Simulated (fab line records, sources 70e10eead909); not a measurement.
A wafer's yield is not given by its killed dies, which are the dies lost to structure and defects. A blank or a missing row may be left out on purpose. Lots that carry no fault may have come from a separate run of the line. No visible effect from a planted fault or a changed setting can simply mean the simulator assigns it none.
fab line records    flow nand_harc
record: lots: 6  wafers: 18  last_day: 24
route steps=1159 shown THIN_TSV@1113 END@1159
lots untouched by any fault: they come from a run of this same line in which no faults occurred
start_h: start of the lot's first displayed wafer, in hours after the record's first day    wait_h: time in hours since the lot's previous step    " as in the row above    L1.1+2: one row covering several wafers at once    - value missing, or start not given    * or withheld: withheld    < > ~ a bound
route shown NAME@n: NAME is a module with steps in the file, n the number in the route of the first one    usual: mean/standard deviation of fault-free wafers    same: alike in all rows    chamber/n: place in a boat    sites: readings site by site    _std_site: standard deviation across them    _edge_site: inner sites' mean taken away from outer sites' mean    radius_mm: for every site, how far away it sits from the centre of the wafer    mask NAME#n: copy n    behind: tool/chamber where the wafer was last shaped    hold: cause of the lot's hold/its duration in hours/its outcome    device: transistor that didn't switch, given as n, p or np    end of line: the tests these same wafers got at the end of their route    where a step has no rows: the recipe by itself    killed: not the wafer's yield, but the dies lost to structure and defects at the first sort    map: dies across one wafer; x = killed, . = not, _ = none there
set.NAME: the setting as run; set.NAME@STEP: as run at that earlier step    model.NAME: the simulator's own value behind a step, which no gauge read
certain route steps with their lots: each step a table, each wafer a row
services: the hour from which a tool's chamber was out of use, counted from the record's first day as start_h (under 0 if before that day), plus the number of hours and why
== steps ==
step: NHARC_THIN_TSV_EXPOSE_09
recipe: na: 0.55  dose_mj: 30.7  mask_id: TSV
step: NHARC_THIN_TSV_PEB_10
recipe: peb_temp_c: 118  peb_time_s: 85
step: NHARC_THIN_TSV_DEVELOP_11
recipe: time_s: 70
step: NHARC_THIN_TSV_CD_MEAS_12
recipe: target_cd_nm: 1000  landing_energy_ev: 500
usual: cd_nm: 999.0/2.6
lot.wafer  tool       chamber  start_h  wait_h  cd_nm
L816.2     cd_sem-03  0        462.08   -       1000.2
L816.4     "          0        "        "       1000.4
L816.5     "          0        "        "       1000.0
L819.1     cd_sem-01  0        481.96   -       998.1
L819.2     "          0        "        "       999.2
L819.3     "          0        "        "       993.7
L827.4     cd_sem-03  0        538.48   -       1000.2
L827.5     "          0        "        "       1000.9
L827.6     "          0        "        "       1000.5
L828.1     cd_sem-02  0        542.53   -       999.9
L828.4     "          0        "        "       996.9
L828.5     "          0        "        "       1000.6
L831.4     cd_sem-03  0        551.30   -       997.8
L831.5     "          0        "        "       1001.4
L831.6     "          0        "        "       999.2
L830.1     cd_sem-01  0        558.90   -       994.2
L830.2     "          0        "        "       993.9
L830.4     "          0        "        "       997.5
step: NHARC_THIN_TSV_HARDBAKE_13
recipe: temp_c: 125  time_s: 80
step: NHARC_THIN_TSV_DESCUM_14
recipe: time_s: 3  o2_flow_sccm: 200  ar_flow_sccm: 0  bias_power_w: 0  chemistry: O2
usual: drypump_motor_current_A: 5.7/0.57  oes_product_au: 1.002/0.013  rf_vpp_V: 57.8/0.94  showerhead_plenum_p_Torr: 1.92/0.064  throttle_valve_pct: 11.312/0.0088
lot.wafer  tool         chamber  start_h  wait_h  drypump_motor_current_A  oes_product_au  rf_hours_counter_h  rf_vpp_V  showerhead_plenum_p_Torr  throttle_valve_pct
L816.2     rie_diel-08  0        462.25   -       6.0                      1.005           11                  57.0      1.99                      11.319
L816.4     "            1        "        "       5.3                      0.997           12                  56.1      1.80                      11.325
L816.5     "            3        "        "       6.0                      0.984           -                   57.0      1.89                      11.323
L819.1     rie_diel-09  2        482.12   -       5.9                      1.015           6                   57.4      1.78                      11.304
L819.2     "            3        "        "       4.9                      1.017           6                   56.6      1.91                      11.300
L819.3     "            1        "        "       5.9                      1.005           6                   58.3      1.93                      11.315
L827.4     rie_diel-09  3        538.65   -       4.9                      1.001           13                  58.0      1.91                      11.314
L827.6     "            3        "        "       4.9                      0.994           -                   58.0      1.91                      11.302
L827.5     "            0        "        "       5.5                      1.025           -                   59.6      1.99                      11.302
L828.1     rie_diel-10  1        542.71   -       4.7                      1.007           0                   58.8      1.98                      11.299
L828.5     "            2        "        "       6.7                      1.003           -                   59.5      1.95                      11.310
L828.4     "            0        "        "       5.9                      0.995           -                   56.5      1.87                      11.313
L831.4     rie_diel-08  0        551.48   -       6.0                      1.018           4                   57.4      1.99                      11.295
L831.6     "            1        "        "       5.4                      0.988           -                   57.2      1.80                      11.304
L831.5     "            2        "        "       5.7                      1.023           -                   58.3      1.91                      11.301
L830.1     rie_diel-09  3        559.06   -       4.9                      0.999           16                  57.6      1.91                      11.304
L830.2     "            1        "        "       5.8                      1.013           17                  58.4      1.93                      11.322
L830.4     "            2        "        "       5.9                      0.998           17                  56.9      1.78                      11.301
step: NHARC_THIN_TSV_ETCH_44
recipe: target_depth_a: 15942  time_s: 797.1  cf4_flow_sccm: 150  o2_flow_sccm: 10  ar_flow_sccm: 0  rf_w: 300  bias_w: 800  chemistry: CF4/O2
step: NHARC_THIN_TSV_ETCH_15
recipe: target_depth_a: 30000  bosch_target_overetch_cycles: 2  bosch_etch_step_s: 2.8  bosch_dep_step_s: 1.2  bosch_cycles: 14
usual: drypump_motor_current_A: 5.7/0.43
lot.wafer  tool       chamber  start_h  wait_h  drypump_motor_current_A  rf_hours_counter_h
L816.2     rie_si-05  0        462.95   -       4.9                      0.4
L816.4     "          3        "        "       6.2                      -
L816.5     "          0        "        "       4.9                      -
L819.3     rie_si-05  3        482.92   -       6.3                      0.7
L819.2     "          0        "        "       4.9                      0.6
L819.1     "          1        "        "       5.7                      0.5
L827.4     rie_si-01  1        539.32   -       6.1                      0.4
L827.5     "          0        "        "       6.1                      -
L827.6     "          1        "        "       6.1                      -
L828.4     rie_si-02  1        543.48   -       5.6                      1.1
L828.1     "          3        "        "       5.4                      1.4
L828.5     "          2        "        "       5.6                      -
L831.4     rie_si-02  3        552.12   -       5.5                      1.5
L831.5     "          2        "        "       5.6                      -
L831.6     "          3        "        "       5.4                      -
L830.1     rie_si-02  1        559.71   -       5.6                      1.2
L830.2     "          3        "        "       5.5                      1.5
L830.4     "          0        "        "       5.8                      1.3
step: NHARC_THIN_TSV_CD_MEAS_16
usual: cd_nm: 999.1/2.8
lot.wafer  tool       chamber  start_h  wait_h  cd_nm
L816.2     cd_sem-03  -        463.10   0.1     1000.1
L816.4     "          -        "        "       999.8
L816.5     "          -        "        "       1001.2
L819.1     cd_sem-03  -        483.06   0.1     998.3
L819.2     "          -        "        "       998.1
L819.3     "          -        "        "       994.1
L827.4     cd_sem-03  -        539.47   0.1     999.9
L827.5     "          -        "        "       1001.0
L827.6     "          -        "        "       1000.7
L828.1     cd_sem-03  -        543.62   0.1     1000.1
L828.4     "          -        "        "       997.8
L828.5     "          -        "        "       1000.4
L831.4     cd_sem-03  -        552.26   0.1     997.2
L831.5     "          -        "        "       1000.4
L831.6     "          -        "        "       998.7
L830.1     cd_sem-01  -        559.87   0.1     992.4
L830.2     "          -        "        "       995.5
L830.4     "          -        "        "       997.6
step: NHARC_THIN_TSV_STRIP_45
recipe: power_w: 1500  temp_c: 250  chemistry: O2
usual: drypump_motor_current_A: 5.6/0.47  heater_power_w: 333/24  rf_refl_power_W: 23/6.8
lot.wafer  tool             chamber  start_h  wait_h  drypump_motor_current_A  heater_power_w  rf_hours_counter_h  rf_refl_power_W
L816.2     plasma_asher-01  0        463.22   0.1     5.5                      354             1                   21
L816.4     "                0        "        "       5.5                      361             -                   21
L816.5     "                0        "        "       5.4                      356             -                   20
L819.2     plasma_asher-02  1        483.14   0.1     4.9                      291             42                  35
L819.1     "                0        "        "       6.1                      332             42                  20
L819.3     "                0        "        "       6.1                      349             -                   20
L827.4     plasma_asher-01  0        539.75   0.3     5.5                      360             -                   21
L827.6     "                1        "        "       5.8                      339             -                   18
L827.5     "                0        "        "       5.5                      361             -                   21
L828.1     plasma_asher-01  0        544.58   1.0     5.5                      364             28                  -
L828.4     "                0        "        "       5.5                      362             -                   -
L828.5     "                0        "        "       5.5                      365             -                   -
L831.4     plasma_asher-02  1        552.42   0.2     4.9                      296             -                   35
L831.6     "                1        "        "       4.8                      299             -                   34
L831.5     "                0        "        "       6.1                      319             -                   19
L830.2     plasma_asher-01  0        559.94   0.1     5.5                      354             35                  21
L830.1     "                1        "        "       5.8                      349             35                  18
L830.4     "                0        "        "       5.5                      360             -                   21
step: NHARC_THIN_TSV_STRIP_46
recipe: time_s: 1200  temp_c: 72.5  chemistry: post_etch_residue_remover
step: NHARC_THIN_TSV_DEP_47
recipe: target_thk_a: 2000  temp_c: withheld  pressure_torr: 6.5  rf_w: 900  teos_flow_sccm: 161.4  flow_sccm: 2650  target_thk_nm: 200  gas: O2  material: SiO2
usual: throttle_valve_pct: 16.0/0.67
lot.wafer  tool      chamber  start_h  wait_h  throttle_valve_pct
L816.2     pecvd-02  0        463.98   -       15.7
L816.4     "         1        "        "       16.7
L816.5     "         2        "        "       16.4
L819.3     pecvd-01  0        483.94   -       15.6
L819.2     "         1        "        "       15.2
L819.1     "         2        "        "       16.1
L827.5     pecvd-01  2        540.54   -       16.3
L827.6     "         0        "        "       15.8
L827.4     "         1        "        "       14.9
L828.1     pecvd-03  1        545.38   -       16.5
L828.5     "         0        "        "       17.2
L828.4     "         1        "        "       16.3
L831.6     pecvd-03  2        553.33   -       15.0
L831.4     "         0        "        "       17.2
L831.5     "         1        "        "       16.4
L830.1     pecvd-03  0        560.78   -       17.2
L830.2     "         1        "        "       16.4
L830.4     "         1        "        "       16.5
step: NHARC_THIN_TSV_ETCHBACK_48
recipe: target_depth_a: 10285  over_etch_frac: 0.3  time_s: 405.17  ion_energy_ev: 250  c4f8_flow_sccm: withheld  ar_flow_sccm: withheld  rf_w: 600  bias_w: 300  chemistry: C4F8/Ar
usual: oes_product_au: 0.937/0.03  rf_fwd_power_W: 598.8/1.9  rf_vpp_V: 547.1/2.7
lot.wafer  tool         chamber  start_h  wait_h  oes_product_au  rf_fwd_power_W  rf_hours_counter_h  rf_vpp_V
L816.2     rie_diel-10  2        464.38   -       0.922           600.7           9                   548.5
L816.4     "            1        "        "       0.909           600.7           10                  549.8
L816.5     "            3        "        "       0.926           596.3           -                   549.1
L819.3     rie_diel-09  3        484.33   -       0.929           597.5           7                   547.5
L819.1     "            1        "        "       0.923           598.2           6                   547.9
L819.2     "            2        "        "       0.920           597.1           7                   541.1
L827.4     rie_diel-09  2        540.84   -       1.144           837.1           15                  540.5
L827.5     "            2        "        "       1.137           837.1           -                   542.5
L827.6     "            3        "        "       1.150           837.8           -                   546.0
L828.1     rie_diel-09  1        545.73   -       1.156           840.9           15                  547.7
L828.4     "            3        "        "       1.143           836.5           14                  546.2
L828.5     "            2        "        "       1.142           837.5           -                   542.4
L831.4     rie_diel-10  1        553.74   -       1.011           599.1           -                   548.4
L831.5     "            2        "        "       1.022           596.6           -                   549.3
L831.6     "            0        "        "       0.999           597.9           -                   544.5
L830.1     rie_diel-10  0        561.23   -       0.991           599.6           2                   544.8
L830.2     "            1        "        "       1.002           601.8           2                   550.2
L830.4     "            2        "        "       1.003           598.4           -                   549.2
step: NHARC_THIN_TSV_STRIP_62
recipe: power_w: 1500  temp_c: 250  time_s: 20  chemistry: N2/H2
usual: drypump_motor_current_A: 5.6/0.45  heater_power_w: 333/24  rf_refl_power_W: 24/7
lot.wafer  tool             chamber  start_h  wait_h  drypump_motor_current_A  heater_power_w  rf_hours_counter_h  rf_refl_power_W
L816.2     plasma_asher-02  1        464.75   -       4.9                      294             38                  34
L816.4     "                1        "        "       4.9                      290             -                   34
L816.5     "                0        "        "       6.1                      337             -                   19
L819.1     plasma_asher-01  0        484.77   -       5.5                      361             6                   22
L819.2     "                1        "        "       5.8                      332             6                   18
L819.3     "                0        "        "       5.5                      355             -                   21
L827.4     plasma_asher-01  1        541.72   -       5.8                      347             -                   18
L827.6     "                1        "        "       5.8                      343             -                   18
L827.5     "                0        "        "       5.5                      372             -                   21
L828.1     plasma_asher-02  0        546.55   -       6.1                      334             0                   19
L828.4     "                0        "        "       6.1                      327             -                   19
L828.5     "                0        "        "       6.1                      323             -                   19
L831.4     plasma_asher-01  1        554.07   -       5.8                      336             -                   -
L831.5     "                1        "        "       5.8                      344             -                   -
L831.6     "                0        "        "       5.5                      366             -                   -
L830.2     plasma_asher-01  1        561.61   -       5.8                      344             36                  17
L830.1     "                0        "        "       5.5                      357             36                  21
L830.4     "                1        "        "       5.8                      337             -                   18
step: NHARC_END_SORT_01
recipe: temp_c: 25
usual: defect_limited_yield: 95.3/1.7  killed_at_array: 28/11  killed_at_other: 0.8/1.1  killed_at_periphery: 3.3/2.8  killed_dies: 32/11  killed_open: 3.3/1.9  killed_short: 1.9/1.4  sort_bin_2_pct: 1.4/0.68  sort_bin_3_pct: 0.25/0.24  sort_bin_4_pct: 3.0/1.1  sort_n_pass: 645/11  sort_rim_yield_pct: 95.3/2.5  sort_yield_pct: 95.3/1.7
same: gross_dies: 677  sort_bin_5_pct[%]: 0  sort_bin_6_pct[%]: 0  sort_bin_7_pct[%]: 0  sort_bin_8_pct[%]: 0  sort_rim_n_gross: 106.00
lot.wafer  tool       chamber  start_h  wait_h  defect_limited_yield[%]  killed_at_array  killed_at_other  killed_at_periphery  killed_dies  killed_open  killed_short  sort_bin_2_pct[%]  sort_bin_3_pct[%]  sort_bin_4_pct[%]  sort_n_pass  sort_rim_yield_pct[%]  sort_yield_pct[%]
L830.1     prober-01  0        576.57   2.5     95.6                     24               1                5                    30           5            1             0.9                0.30               3.2                647          91.5                   95.6
L830.2     prober-01  0        577.38   2.8     95.6                     25               0                5                    30           2            0             0.4                0.30               3.7                647          93.4                   95.6
L830.4     prober-01  0        578.99   3.4     95.6                     25               0                5                    30           3            2             1.6                1.03               1.8                647          92.5                   95.6
killed by level:class
L830.1 A_SLIT:chamber_film_flake=14 P_M2:chamber_film_flake=4 A_CHANNEL_HOLE_D1:chamber_film_flake=3 A_CONTACT:geometric_particle:open=2 A_CONTACT:chamber_film_flake=2 A_ONON_D1:geometric_particle:open=1 A_CHANNEL_FILL_D1:geometric_particle:open=1 A_SGD_CUT:geometric_particle:open=1
L830.2 A_SLIT:chamber_film_flake=12 A_CHANNEL_HOLE_D1:chamber_film_flake=6 A_CONTACT:chamber_film_flake=5 P_ZERO_WELL:chamber_film_flake=2 P_M2:chamber_film_flake=2 P_GATE:geometric_particle:open=1 A_CONTACT:geometric_particle:open=1 A_STAIRCASE:chamber_film_flake=1
L830.4 A_SLIT:chamber_film_flake=11 A_CHANNEL_HOLE_D1:chamber_film_flake=4 A_STAIRCASE:chamber_film_flake=4 P_M2:chamber_film_flake=3 A_CONTACT:chamber_film_flake=2 P_CONTACT:geometric_particle:short=1 P_M0:geometric_particle:open=1 A_CHANNEL_FILL_D1:geometric_particle:open=1
== services ==
tool             chamber  start_h  hours  kind
rie_diel-09      0        440.10   -      clean
rie_diel-09      1        440.10   -      clean
rie_diel-09      2        440.10   -      clean
rie_diel-09      3        440.10   -      clean
plasma_asher-01  -        444.49   3.3    repair
rie_diel-09      0        448.41   9.2    repair
plasma_asher-01  -        453.29   9.0    pm
plasma_asher-01  0        453.29   9.0    vent_cycle
plasma_asher-01  1        453.29   9.0    vent_cycle
rie_si-05        2        462.06   1.1    repair
plasma_asher-01  0        462.29   -      clean
plasma_asher-01  1        462.29   -      clean
rie_diel-09      0        464.60   -      clean
pecvd-02         2        466.79   20.7   repair
pecvd-03         -        473.48   13.0   pm
rie_diel-10      2        474.82   2.4    repair
rie_diel-09      0        476.79   9.7    repair
rie_diel-08      -        478.80   9.0    pm
rie_si-01        -        481.00   9.0    pm
pecvd-02         0        487.25   6.2    repair
pecvd-03         -        511.88   1.7    repair
pecvd-02         -        515.61   13.0   pm
rie_diel-10      -        530.50   9.0    pm
plasma_asher-02  -        537.25   9.0    pm
== key ==
first_sign: step: NHARC_THIN_TSV_ETCHBACK_48  reading: rf_fwd_power_W  direction: up  sigmas: 99+  usual: *  struck: *
effect: step: NHARC_THIN_TSV_ETCHBACK_48  reading: oes_product_au  direction: up  sigmas: 7  usual: 0.937  struck: 1.145
met_at NHARC_THIN_TSV_ETCHBACK_48
struck_wafers L827.4,L827.5,L827.6,L828.1,L828.4,L828.5
onset_between 484.33 540.84
fault: kind: process_parameter_drift  tool: rie_diel-09  chamber: -  onset_h: 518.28  steps: NHARC_THIN_TSV_ETCHBACK_48  channel: rf_w  offset: *  shape: step  end_h: 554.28  acts_in: *  stated: *
